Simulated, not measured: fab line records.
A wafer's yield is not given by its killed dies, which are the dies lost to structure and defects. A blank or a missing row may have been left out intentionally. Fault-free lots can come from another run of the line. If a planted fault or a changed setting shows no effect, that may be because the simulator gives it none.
A struck lot beside a sound one :: flow nand_harc :: 15 out of 1159 route steps
Sound: these wafers, L814.2, L814.4, L814.5. Struck: wafers L819.2, L819.3, L819.5. At the end, the cause is stated.
Each step with rows lists, per side, the tool, then ch with its chambers, then its first start. Under that, the readings that differ: sound wafers :: struck wafers :: difference of the means :: sigmas: that difference in standard deviations of wafers without a fault.
alike: words and numbers the same on both sides, and readings whose means are apart by under 2 such deviations; not compared: readings that were withheld, readings missing a value for some wafer, numbers with overlapping values and no deviation given by the record, and bounds like >300 which may hide the same value.
Wherever a step has rows on one side only, a row that says differs or no value, or a row with sigmas, the two part there. Numbers that don't overlap but have no deviation are shown without sigmas and don't part them. A reading that every wafer of one side lacks parts them only if that side has two wafers or more.

NHARC_A_CONTACT_DESCUM_74: chemistry O2, time 3 s.
  sound on rie_diel-13 ch 0,2, day 18 02:16; struck on rie_diel-13 ch 0,1, day 19 12:55
  alike: drypump_motor_current_A, oes_product_au, rf_vpp_V, showerhead_plenum_p_Torr, throttle_valve_pct
  not compared: rf_hours_counter_h
then, 3 steps without rows for these wafers: NHARC_A_CONTACT_ETCH_75 (etches the open film in CF4, target depth 39 nm, time 65 s); NHARC_A_CONTACT_ETCH_76 (etches the open film in N2/H2, target depth 260 nm, time 475.3 s); NHARC_A_CONTACT_ETCH_77 (etches the open film in CF4/CHF3, target depth 72.6 nm, time 36.3 s).
NHARC_A_CONTACT_ETCH_78: etches the open film in O2/COS, target depth 2800 nm, time 728 s.
  sound on rie_diel-13 ch 0,3; struck on rie_diel-13 ch 0,1,2
  alike: bias_w, chamber_pressure_mTorr, drypump_motor_current_A, oes_product_au, rf_fwd_power_W, rf_vpp_V, showerhead_plenum_p_Torr, throttle_valve_pct
  not compared: rf_hours_counter_h
NHARC_A_CONTACT_ETCH_124: etches the open film in C4F8/O2/Ar, time 140 s, target depth 700 nm.
  sound on har_cap_etch-02 ch 0,1, day 18 03:39; struck on har_cap_etch-01 ch 0,1, day 19 14:05
  alike: chamber_pressure_mTorr, oes_air_line_au
  not compared: rf_hours_counter_h
then, 5 steps without rows for these wafers: NHARC_A_CONTACT_ETCH_125 (etches the open film in C4F8/O2/Ar, time 155 s, target depth 956 nm); NHARC_A_CONTACT_ETCH_126 (etches the open film in C4F8/O2/Ar, time 155 s, target depth 956 nm); NHARC_A_CONTACT_ETCH_127 (etches the open film in C4F8/O2/Ar, time 155 s, target depth 956 nm); NHARC_A_CONTACT_ETCH_128 (etches the open film in C4F8/O2/Ar, time 155 s, target depth 956 nm); NHARC_A_CONTACT_ETCH_129 (etches the open film in C4F8/O2/Ar, time 155 s, target depth 956 nm).
NHARC_A_CONTACT_ETCH_130: etches the open film in C4F8/O2/Ar, time 155 s, target depth 956 nm.
  sound on har_cap_etch-02 ch 0,1, day 18 04:34; struck on har_cap_etch-01 ch 0,1, day 19 14:58
  alike: chamber_pressure_mTorr, oes_air_line_au
  not compared: rf_hours_counter_h
NHARC_A_CONTACT_ETCH_131: etches the open film in C4F8/O2/Ar, time 155 s, target depth 956 nm.
  sound on har_cap_etch-02 ch 0,1, day 18 04:42; struck on har_cap_etch-01 ch 0,1, day 19 15:07
  no value came back on the struck wafers for chamber_pressure_mTorr (mTorr), oes_air_line_au (a.u.); on the sound wafers chamber_pressure_mTorr (mTorr) reads 19.970 19.991 20.002
  not compared: rf_hours_counter_h
NHARC_A_CONTACT_ETCH_132: etches the open film in C4F8/O2/Ar, time 156 s, target depth 958 nm.
  sound on har_cap_etch-02 ch 0,1, day 18 04:50; struck on har_cap_etch-01 ch 0,1, day 19 15:15
  alike: chamber_pressure_mTorr, oes_air_line_au
  not compared: rf_hours_counter_h
-- jump in the record: it breaks off in module A_CONTACT and resumes in module END (first step shown: number 1159 of the route), and 3 days separate the struck wafers' starts before and after --
NHARC_END_SORT_01:
  sound on prober-01 ch 0, day 21 18:53; struck on prober-02 ch 0, day 22 10:44
reading: hold
sound: - - -
struck: await_dispo/1.8h/scrap await_dispo/1.8h/scrap await_dispo/1.8h/scrap
difference: no value on the sound wafers
sigmas: 

reading: killed_at_array
sound: 41 23 30
struck: 668 671 671
difference: +639
sigmas: +64

reading: killed_dies
sound: 46 28 35
struck: 677 677 677
difference: +641
sigmas: +58
  alike: killed_at_other, killed_at_periphery, killed_open, killed_short

## WHERE THEY PART
First at NHARC_A_CONTACT_ETCH_131; last, within this record, at NHARC_END_SORT_01.

WHY: whatever the simulator had introduced
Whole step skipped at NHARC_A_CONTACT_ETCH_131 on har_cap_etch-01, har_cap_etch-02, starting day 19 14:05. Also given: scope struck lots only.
